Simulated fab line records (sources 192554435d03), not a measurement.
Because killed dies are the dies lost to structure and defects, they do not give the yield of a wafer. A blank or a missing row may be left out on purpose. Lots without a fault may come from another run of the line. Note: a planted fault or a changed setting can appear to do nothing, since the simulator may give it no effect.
A struck lot beside a sound one || flow n5 finfet || 14 out of 1938 route steps
Sound: wafers L410.2, L410.3, L410.6. Wafers struck: L401.1, L401.5, L401.6. The cause is named last.
Order at every step that has rows: each side's tool, ch and its chambers, its first start. Under that, the readings that differ: sound wafers || struck wafers || difference of the means || sigmas: that difference in standard deviations of wafers without a fault.
alike: a reading whose means differ by less than 2 such deviations, as well as words and numbers matching on both sides. not compared: withheld readings; readings where some wafer has no value; bounds like >300 that might hide an equal value; numbers whose values overlap and for which the record gives no deviation.
Wherever a step has rows on one side only, a row that says differs or no value, or a row with sigmas, the two part there. Numbers that don't overlap but have no deviation are shown without sigmas and don't part them. A reading missing from all wafers of one side parts the sides only when that side holds two or more wafers.

N5_BEOL_M6_STRIP_67: strips in CF4.
  sound on rie diel-06 ch 1,2, day 12 23:59; struck on rie diel-01 ch 0,3, day 10 14:47
{"reading": "showerhead plenum p Torr (Torr)", "sound": "1.74 1.82 1.82", "struck": "1.90 1.91 1.90", "difference": "+0.11", "sigmas": "+2"}
  alike: chamber pressure mTorr, drypump motor current A, oes product au, power w, rf vpp V, throttle valve pct
  not compared: rf hours counter h
N5_BEOL_M6_HM_OPEN_17: chemistry Cl2/BCl3, target TiN, target depth 20 nm, overetch 6 nm.
  sound on rie metal-01 ch 0,1, day 13 00:02; struck on rie metal-01 ch 0,1, day 10 14:49
  alike: chamber pressure mTorr, drypump motor current A, oes product au, throttle valve pct
  not compared: rf hours counter h
N5_BEOL_M6_STRIP_19: strips in O2.
  sound on rie diel-06 ch 0,1,2, day 13 00:08; struck on rie diel-02 ch 0,1,2, day 10 14:56
  alike: chamber pressure mTorr, drypump motor current A, oes product au, rf vpp V, showerhead plenum p Torr, throttle valve pct
  not compared: rf hours counter h
N5_BEOL_M6_CD_MEAS_18: pitch 80 nm, target cd 40 nm.
  struck on cd sem-03, day 10 15:00; sound on cd sem-02, day 13 00:13
  alike: cd nm
then, 8 steps without rows for these wafers: N5_BEOL_M6_COAT_63 (time 60 s, resist thk 60 nm); N5_BEOL_M6_COAT_64 (time 60 s, resist thk 12 nm); N5_BEOL_M6_COAT_71 (time 60 s, resist thk 5 nm); N5_BEOL_M6_COAT_22 (resist thk 30 nm); N5_BEOL_M6_EBR_24; N5_BEOL_M6_SOFTBAKE_23 (time 60 s); N5_BEOL_M6_EXPOSE_25 (exposes mask V5, target cd 40 nm); N5_BEOL_M6_PEB_26 (peb time 60 s).
N5_BEOL_M6_DEVELOP_27: develop time 30 s.
  sound on litho track-03 ch 0, day 13 00:28; struck on litho track-02, day 10 16:18
  no value came back on the struck wafers for chill plate temp C (C), develop time s (s); on the sound wafers chill plate temp C (C) reads 22.93 22.98 23.02
{"reading": "model.CAR-EUV_of_BEOL_M6_COAT_22.thk nm (nm)", "sound": "29.8 29.6 29.6", "struck": "30 30 30", "difference": "+0", "sigmas": ""}
N5_BEOL_M6_CD_MEAS_28 targets a cd of 40 nm.
  sound on cd sem-03 ch 0, day 13 00:31; struck on cd sem-02 ch 0, day 10 16:22
{"reading": "cd nm (nm)", "sound": "40.42 39.97 39.96", "struck": "- - -", "difference": "no value on the struck wafers", "sigmas": ""}

## WHERE THEY PART
Earliest at N5_BEOL_M6_STRIP_67; latest, in this record, at N5_BEOL_M6_CD_MEAS_28.

WHY: the cause the simulator had injected
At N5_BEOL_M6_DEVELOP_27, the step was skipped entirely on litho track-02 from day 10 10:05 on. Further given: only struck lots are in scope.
